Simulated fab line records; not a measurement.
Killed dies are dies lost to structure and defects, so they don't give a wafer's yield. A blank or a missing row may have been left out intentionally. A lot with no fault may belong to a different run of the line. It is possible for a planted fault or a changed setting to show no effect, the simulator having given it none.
fab line records -- flow nand-harc
[record] lots = 7, wafers = 19, last-day = 24
route steps=1159 shown A_SGD_CUT@773 A_SLIT@779 END@1159
lots that met no fault: taken from a fault-free run of the same line
start-h: the number of hours between the record's first day and the start of the first shown wafer of the lot -- wait-h: hours elapsed since this lot's preceding step -- " identical to the entry in the row above -- L1.1+2: a row that stands for several wafers -- - value missing, or start not given -- * or withheld: withheld -- < > ~ a bound
route shown NAME@n: NAME is a module with steps in the file, n the number in the route of the first one -- usual: average and standard deviation across the fault-free wafers -- same: alike in all rows -- chamber/n: place in a boat -- sites: each site's reading -- _std_site: the values' standard deviation -- _edge_site: inner sites' mean taken away from outer sites' mean -- radius-mm: for every site, how far away it sits from the centre of the wafer -- mask NAME#n: copy n -- behind: the tool/chamber that last shaped the wafer -- hold: why the lot went on hold/how many hours it stayed there/how the hold came to an end -- device: the transistor (n, p or np) that didn't switch -- end of line: tests run on the same wafers once the route is complete -- a step given without rows: its recipe and nothing more -- killed: the dies lost at the first sort to structure and to defects; this is not the yield of the wafer -- map: dies across one wafer; x = killed, . = not, _ = none there
set.NAME: the setting that was run; set.NAME@STEP: the one run at that earlier step -- model.NAME: the simulator's own value behind a step, which no gauge read
lots seen at some steps along the route; tables by step, rows by wafer
services: the hour from which a tool's chamber was out of use, counted from the record's first day as start-h (under 0 if before that day), plus the number of hours and why
[[steps]]
[step NHARC_A_SGD_CUT_THK_MEAS_22]
[recipe] thk-meas-gauge = ellipsometry
[usual] thk-nm = 148.4/1.4
lot.wafer,tool,chamber,start-h,wait-h,thk-nm
L816.1,film-metro-02,-,325.81,0.2,147.6
L816.2,film-metro-02,-,325.81,0.2,148.1
L816.5,film-metro-02,-,325.81,0.2,148.8
L818.1,film-metro-02,-,339.53,0.2,150.1
L818.6,film-metro-02,-,339.53,0.2,147.6
L823.2,film-metro-02,-,370.65,0.2,147.4
L823.5,film-metro-02,-,370.65,0.2,149.8
L822.1,film-metro-01,-,370.66,0.2,147.5
L822.3,film-metro-01,-,370.66,0.2,146.9
L822.6,film-metro-01,-,370.66,0.2,149.9
L825.3,film-metro-02,-,391.29,0.2,149.5
L825.5,film-metro-02,-,391.29,0.2,149.2
L825.6,film-metro-02,-,391.29,0.2,148.2
L834.1,film-metro-01,-,436.51,0.2,146.9
L834.3,film-metro-01,-,436.51,0.2,147.8
L834.4,film-metro-01,-,436.51,0.2,147.1
L833.1,film-metro-02,-,436.51,0.2,147.0
L833.2,film-metro-02,-,436.51,0.2,147.2
L833.3,film-metro-02,-,436.51,0.2,147.8
[step NHARC_A_SGD_CUT_SRD_23]
[step NHARC_A_SGD_CUT_ETCH_26]
[recipe] target-depth-a = 458, chemistry = dHF, material = SiO2
[step NHARC_A_SGD_CUT_ETCHBACK_24]
[recipe] target-depth-a = 500, over-etch-frac = 0.3, time-s = 92.857, ion-energy-ev = 120, ch3f-flow-sccm = 50, o2-flow-sccm = 30, ar-flow-sccm = 200, rf-w = 500, bias-w = 100, chemistry = CH3F/O2
[usual] chamber-pressure-mTorr = 24.999/0.021, drypump-motor-current-A = 5.8/0.5, oes-product-au = 0.97/0.035, rf-vpp-V = 244.2/1.5, showerhead-plenum-p-Torr = 2.44/0.086, throttle-valve-pct = 20.663/0.0093
lot.wafer,tool,chamber,start-h,wait-h,chamber-pressure-mTorr,drypump-motor-current-A,oes-product-au,rf-hours-counter-h,rf-vpp-V,showerhead-plenum-p-Torr,throttle-valve-pct
L816.2,rie-diel-12,2,326.04,0.1,25.000,6.4,1.00,9,247.5,2.57,20.677
L816.1,rie-diel-12,1,326.04,0.1,24.954,5.4,1.00,9,243.2,2.36,20.658
L816.5,rie-diel-12,2,326.04,0.1,24.948,6.4,0.98,-,247.3,2.57,20.652
L818.1,rie-diel-09,1,339.75,0.1,24.990,5.1,0.93,7,245.7,2.49,20.664
L818.6,rie-diel-09,1,339.75,0.1,25.011,5.1,0.92,-,245.8,2.49,20.673
L822.1,rie-diel-06,1,370.88,0.2,25.003,6.0,1.00,13,243.9,2.46,20.678
L822.3,rie-diel-06,0,370.88,0.2,25.023,5.8,0.99,11,244.9,2.40,20.668
L822.6,rie-diel-06,1,370.88,0.2,24.989,6.0,0.98,-,242.8,2.46,20.654
L823.2,rie-diel-12,2,370.90,0.2,25.020,6.4,0.98,12,245.9,2.57,20.663
L823.5,rie-diel-12,1,370.90,0.2,25.019,5.4,1.01,-,242.1,2.36,20.668
L825.3,rie-diel-12,1,391.51,0.1,24.984,5.4,0.99,0,244.1,2.36,20.677
L825.5,rie-diel-12,1,391.51,0.1,24.985,5.4,1.00,-,244.0,2.36,20.652
L825.6,rie-diel-12,2,391.51,0.1,25.004,6.4,0.99,-,248.0,2.57,20.671
L834.3,rie-diel-12,1,436.73,0.1,24.961,5.4,0.92,4,242.4,2.36,20.665
L834.4,rie-diel-12,3,436.73,0.1,24.990,6.3,0.94,4,244.9,2.51,20.661
L834.1,rie-diel-12,0,436.73,0.1,24.976,5.9,0.93,4,242.3,2.29,20.667
L833.2,rie-diel-06,2,436.76,0.2,25.003,5.1,0.93,1,244.6,2.46,20.660
L833.3,rie-diel-06,3,436.76,0.2,25.002,6.0,1.00,0,244.1,2.37,20.653
L833.1,rie-diel-06,0,436.76,0.2,24.945,5.8,0.93,1,243.9,2.40,20.648
[step NHARC_A_SGD_CUT_STRIP_28]
[recipe] time-s = 20, o2-flow-sccm = 500, ar-flow-sccm = 0, bias-w = 0, chemistry = O2
[usual] chamber-pressure-mTorr = 60.01/0.054, drypump-motor-current-A = 5.8/0.5, oes-product-au = 0.998/0.007, rf-vpp-V = 57.7/0.82, showerhead-plenum-p-Torr = 3.51/0.12, throttle-valve-pct = 17.037/0.0096
lot.wafer,tool,chamber,start-h,wait-h,chamber-pressure-mTorr,drypump-motor-current-A,oes-product-au,rf-hours-counter-h,rf-vpp-V,showerhead-plenum-p-Torr,throttle-valve-pct
L816.1,rie-diel-12,2,-,-,60.01,6.4,0.992,9,57.1,3.69,17.035
L816.2,rie-diel-12,3,-,-,59.97,6.4,1.000,9,58.6,3.61,17.042
L816.5,rie-diel-12,3,-,-,60.08,6.4,1.007,-,58.1,3.61,17.052
L818.1,rie-diel-09,0,-,-,60.04,5.1,0.992,6,56.7,3.71,17.016
L818.6,rie-diel-09,3,-,-,59.95,5.4,0.993,-,57.9,3.55,17.043
L823.2,rie-diel-12,1,-,-,60.02,5.4,1.007,11,58.3,3.40,17.030
L823.5,rie-diel-12,3,-,-,59.98,6.3,1.013,-,57.2,3.60,17.038
L822.3,rie-diel-06,3,-,-,59.98,6.0,0.991,13,58.2,3.41,17.029
L822.1,rie-diel-06,0,-,-,59.98,5.8,0.989,11,58.8,3.45,17.053
L822.6,rie-diel-06,2,-,-,60.11,5.1,1.001,-,58.0,3.53,17.032
L825.3,rie-diel-12,0,-,-,60.04,5.9,0.997,0,57.6,3.30,17.033
L825.5,rie-diel-12,2,-,-,60.10,6.4,0.991,-,58.3,3.68,17.020
L825.6,rie-diel-12,3,-,-,60.04,6.4,1.007,-,57.4,3.60,17.015
L834.1,rie-diel-12,3,-,-,60.08,6.4,1.004,4,57.8,3.60,17.059
L834.3,rie-diel-12,0,-,-,60.07,5.9,1.000,4,56.4,3.29,17.039
L834.4,rie-diel-12,2,-,-,60.01,6.5,0.989,4,59.0,3.68,17.046
L833.2,rie-diel-06,2,-,-,60.06,5.1,0.995,1,56.7,3.52,17.032
L833.3,rie-diel-06,0,-,-,59.95,5.8,1.011,1,57.6,3.44,17.025
L833.1,rie-diel-06,1,-,-,60.03,6.1,0.996,1,57.6,3.52,17.035
[step NHARC_A_SGD_CUT_INSPECT_25]
[usual] raw-defect-count = 305/89
lot.wafer,tool,chamber,start-h,wait-h,raw-defect-count
L816.1,defect-inspect-02,-,326.28,-,216
L816.2,defect-inspect-02,-,326.28,-,250
L816.5,defect-inspect-02,-,326.28,-,197
L818.1,defect-inspect-02,-,339.99,-,343
L818.6,defect-inspect-02,-,339.99,-,366
L823.2,defect-inspect-01,-,371.12,-,486
L823.5,defect-inspect-01,-,371.12,-,411
L822.1,defect-inspect-02,-,371.12,-,319
L822.3,defect-inspect-02,-,371.12,-,221
L822.6,defect-inspect-02,-,371.12,-,305
L825.3,defect-inspect-01,-,391.75,-,415
L825.5,defect-inspect-01,-,391.75,-,362
L825.6,defect-inspect-01,-,391.75,-,469
L834.1,defect-inspect-02,-,436.97,-,203
L834.3,defect-inspect-02,-,436.97,-,290
L834.4,defect-inspect-02,-,436.97,-,392
L833.1,defect-inspect-01,-,436.98,-,169
L833.2,defect-inspect-01,-,436.98,-,208
L833.3,defect-inspect-01,-,436.98,-,238
[step NHARC_A_SLIT_DEP_25]
[recipe] target-thk-a = 2000, temp-c = 400, pressure-torr = 6.5, rf-w = 900, teos-flow-sccm = 161.4, flow-sccm = 2650, target-thk-nm = 200, gas = O2, material = SiO2
[usual] heater-power-w = 538/120, throttle-valve-pct = 16.3/0.52
lot.wafer,tool,chamber,start-h,wait-h,heater-power-w,throttle-valve-pct
L816.2,pecvd-04,1,326.38,0.1,573,17.3
L816.1,pecvd-04,2,326.38,0.1,473,16.7
L816.5,pecvd-04,1,326.38,0.1,583,17.0
L818.1,pecvd-03,0,340.14,0.1,600,16.2
L818.6,pecvd-03,0,340.14,0.1,603,16.3
L822.1,pecvd-01,0,371.19,0.1,750,16.4
L822.3,pecvd-01,0,371.19,0.1,783,16.7
L822.6,pecvd-01,0,371.19,0.1,805,16.6
L823.2,pecvd-04,1,371.26,0.1,687,17.3
L823.5,pecvd-04,2,371.26,0.1,483,16.7
L825.3,pecvd-03,2,391.86,0.1,445,16.0
L825.6,pecvd-03,2,391.86,0.1,445,16.0
L825.5,pecvd-03,0,391.86,0.1,604,16.4
L834.3,pecvd-03,2,437.34,0.4,396,16.5
L834.1,pecvd-03,1,437.34,0.4,491,15.9
L834.4,pecvd-03,0,437.34,0.4,643,16.8
L833.3,pecvd-03,1,437.57,0.6,475,15.9
L833.2,pecvd-03,2,437.57,0.6,412,16.5
L833.1,pecvd-03,0,437.57,0.6,629,16.7
[step NHARC_A_SLIT_DEP_00]
[recipe] target-thk-a = 32000, temp-c = 400, material = aC
[usual] throttle-valve-pct = 35.001/0.01
lot.wafer,tool,chamber,start-h,wait-h,throttle-valve-pct
L816.1,acl-dep-01,0,326.68,-,34.991
L816.2,acl-dep-01,0,326.68,-,35.003
L816.5,acl-dep-01,0,326.68,-,34.995
L818.1,acl-dep-01,0,341.01,-,35.001
L818.6,acl-dep-01,0,342.66,-,34.997
L822.1,acl-dep-02,0,372.33,1.1,34.991
L822.3,acl-dep-02,0,372.33,1.1,35.010
L822.6,acl-dep-02,0,372.33,1.1,35.002
L823.2,acl-dep-01,0,372.35,-,35.008
L823.5,acl-dep-01,0,372.35,-,34.998
L825.3,acl-dep-03,0,392.81,-,35.011
L825.5,acl-dep-03,0,392.81,-,34.998
L825.6,acl-dep-03,0,392.81,-,34.996
L834.1,acl-dep-02,0,437.67,-,35.002
L834.3,acl-dep-02,0,437.67,-,35.019
L834.4,acl-dep-02,0,437.67,-,34.995
L833.1,acl-dep-03,0,437.91,-,34.996
L833.2,acl-dep-03,0,437.91,-,34.997
L833.3,acl-dep-03,0,437.91,-,34.995
[step NHARC_A_SLIT_DEP_23]
[recipe] target-thk-a = 1000, target-thk-nm = 100, temp-c = 400, pressure-torr = 3.5, flow-sccm = 200, rf-w = 350, material = SiON
[usual] heater-power-w = 733/130
lot.wafer,tool,chamber,start-h,wait-h,heater-power-w
L816.1,pecvd-01,1,328.65,1.6,757
L816.2,pecvd-01,2,328.65,1.6,592
L816.5,pecvd-01,2,328.65,1.6,603
L818.1,pecvd-01,1,343.04,1.7,756
L818.6,pecvd-01,2,343.04,1.7,546
L823.2,pecvd-04,1,374.02,1.3,852
L823.5,pecvd-04,1,374.02,1.3,707
L822.1,pecvd-01,1,374.32,1.7,804
L822.3,pecvd-01,1,374.32,1.7,814
L822.6,pecvd-01,1,374.32,1.7,808
L825.3,pecvd-04,0,394.19,1.1,632
L825.6,pecvd-04,1,394.19,1.1,964
L825.5,pecvd-04,0,394.19,1.1,627
L834.3,pecvd-01,0,439.68,1.0,909
L834.1,pecvd-01,2,439.68,1.0,611
L834.4,pecvd-01,0,439.68,1.0,916
L833.2,pecvd-03,0,439.92,1.4,726
L833.3,pecvd-03,1,439.92,1.4,602
L833.1,pecvd-03,2,439.92,1.4,637
[step NHARC_A_SLIT_DEHYDRATE_01]
[recipe] temp-c = 150, time-s = 120
[step NHARC_A_SLIT_HMDS_02]
[recipe] time-s = 30
[step NHARC_A_SLIT_COAT_03]
[recipe] spin-rpm = 1500, resist-thk-nm = 90
[step NHARC_A_SLIT_SOFTBAKE_04]
[recipe] temp-c = 105, time-s = 55
[usual] chill-plate-temp-C = 22.99/0.11, heater-power-total-W = 188.45/0.12
lot.wafer,tool,chamber,start-h,wait-h,chill-plate-temp-C,heater-power-total-W
L816.1,litho-track-04,0,328,-,23.10,188.47
L816.2,litho-track-04,0,328,-,22.93,188.39
L816.5,litho-track-04,0,328,-,22.91,188.49
L818.1,litho-track-06,0,343,-,23.04,188.26
L818.6,litho-track-06,0,343,-,22.85,205.19
L823.2,litho-track-06,0,374,-,22.95,205.24
L823.5,litho-track-06,0,374,-,23.11,188.77
L822.1,litho-track-06,0,374,-,23.00,188.36
L822.3,litho-track-06,0,374,-,23.17,188.61
L822.6,litho-track-06,0,374,-,23.18,205.09
L825.3,litho-track-01,0,394,-,22.93,188.40
L825.5,litho-track-01,0,394,-,22.98,188.34
L825.6,litho-track-01,0,394,-,23.03,188.35
L834.1,litho-track-04,0,439,-,22.85,188.48
L834.3,litho-track-04,0,439,-,22.85,188.34
L834.4,litho-track-04,0,439,-,22.95,188.48
L833.1,litho-track-06,0,440,-,23.20,188.60
L833.2,litho-track-06,0,440,-,23.14,188.72
L833.3,litho-track-06,0,440,-,23.04,188.70
[step NHARC_A_SLIT_EBR_05]
[step NHARC_END_SORT_01]
[recipe] temp-c = 25
[usual] killed-at-array = 27/11, killed-at-other = 0.7/0.93, killed-at-periphery = 2.9/1.9, killed-dies = 30/11, killed-open = 3.1/1.7, killed-short = 1.9/1.3
[same] gross-dies = 677
lot.wafer,tool,chamber,start-h,wait-h,killed-at-array,killed-at-other,killed-at-periphery,killed-dies,killed-open,killed-short
L822.1,prober-02,0,488.82,2.5,17,2,1,20,2,1
L822.3,prober-02,0,490.43,3.1,23,0,2,25,4,2
L822.6,prober-02,0,492.85,4.0,26,0,2,28,3,2
L823.2,prober-01,0,490.84,2.8,31,1,1,33,3,1
L823.5,prober-01,0,493.24,3.7,33,0,1,34,4,2
L825.5,prober-02,0,509.66,3.7,25,1,4,30,1,2
// killed by level:class
L822.1 A_STAIRCASE:chamber-film-flake=6 A_CONTACT:chamber-film-flake=4 A_CHANNEL_HOLE_D1:chamber-film-flake=2 A_SLIT:chamber-film-flake=2 THIN_TSV:chamber-film-flake=2 P_CONTACT:geometric-particle:open=1 A_CHANNEL_FILL_D1:geometric-particle:short=1 A_SGD_CUT:geometric-particle:open=1
L822.3 A_STAIRCASE:chamber-film-flake=8 A_CHANNEL_HOLE_D1:chamber-film-flake=4 A_SLIT:chamber-film-flake=4 A_ONON_D1:geometric-particle:short=2 A_CONTACT:chamber-film-flake=2 P_GATE:geometric-particle:open=1 A_CHANNEL_FILL_D1:geometric-particle:open=1 A_SGD_CUT:geometric-particle:open=1
L823.2 A_CHANNEL_HOLE_D1:chamber-film-flake=17 A_STAIRCASE:chamber-film-flake=8 A_CONTACT:chamber-film-flake=2 P_M0:geometric-particle:open=1 A_CHANNEL_HOLE_D1:geometric-particle:open=1 A_CONTACT:geometric-particle:open=1 A_CONTACT:geometric-particle:short=1 A_BLC:chamber-film-flake=1
L822.6 A_STAIRCASE:chamber-film-flake=7 A_CONTACT:chamber-film-flake=7 A_SLIT:chamber-film-flake=5 A_CHANNEL_HOLE_D1:chamber-film-flake=3 A_CHANNEL_FILL_D1:geometric-particle:open=2 P_M2:geometric-particle:short=1 A_WL_FILL:geometric-particle:short=1 A_CONTACT:geometric-particle:open=1
L823.5 A_CHANNEL_HOLE_D1:chamber-film-flake=16 A_STAIRCASE:chamber-film-flake=9 A_CONTACT:geometric-particle:open=2 P_CONTACT:geometric-particle:open=1 A_SGD_CUT:geometric-particle:short=1 A_CONTACT:geometric-particle:short=1 A_M0:geometric-particle:open=1 A_WL_FILL:chamber-film-flake=1
L825.5 A_CHANNEL_HOLE_D1:chamber-film-flake=15 P_GATE:chamber-film-flake=3 A_CONTACT:chamber-film-flake=3 A_SGD_CUT:chamber-film-flake=2 A_ONON_D1:geometric-particle:open=1 A_ONON_D1:geometric-particle:short=1 A_WL_FILL:geometric-particle:short=1 P_BONDPAD:chamber-film-flake=1
[[services]]
tool,chamber,start-h,hours,kind
rie-diel-12,0,309.43,-,clean
rie-diel-12,1,309.43,-,clean
rie-diel-12,2,309.43,-,clean
rie-diel-12,3,309.43,-,clean
litho-track-04,-,316.00,7.0,pm
rie-diel-12,0,333.93,-,clean
rie-diel-12,1,333.93,-,clean
rie-diel-12,2,333.93,-,clean
rie-diel-12,3,333.93,-,clean
acl-dep-02,-,348.57,13.0,pm
pecvd-04,0,348.76,6.6,repair
rie-diel-12,0,358.43,-,clean
pecvd-01,2,363.79,20.8,repair
pecvd-04,-,376.10,13.0,pm
rie-diel-12,-,379.40,9.0,pm
rie-diel-09,0,384.38,3.8,repair
rie-diel-12,-,389.06,1.5,repair
rie-diel-09,1,394.59,9.7,repair
pecvd-01,-,398.89,0.3,repair
acl-dep-03,-,407.06,13.0,pm
rie-diel-06,-,418.20,9.0,pm
pecvd-01,-,418.85,13.0,pm
pecvd-04,-,421.00,1.4,repair
rie-diel-09,-,431.12,9.0,pm
[[key]]
[first-sign] step = NHARC_A_SLIT_SOFTBAKE_04, reading = heater-power-total-W, direction = up, sigmas = 99+, usual = *, struck = *
effect none on later readings
met-at NHARC_A_SLIT_SOFTBAKE_04
struck-wafers L818.6,L822.6,L823.2
tester-left-out L818,L822,L823
[fault] kind = process-parameter-drift, tool = litho-track-06, chamber = -, onset-h = 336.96, steps = NHARC_A_SLIT_SOFTBAKE_04, channel = time-s, offset = *, shape = step, end-h = 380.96, scope = struck-wafers-only, acts-in = *, stated = *
// tester-left-out: of these lots the tester's yield and bins aren't shown, on N5 and GAA mostly nor the transistor test; their killed dies are dies lost to structure and defects alone, not to doping, threshold or leakage, so they don't give the yield
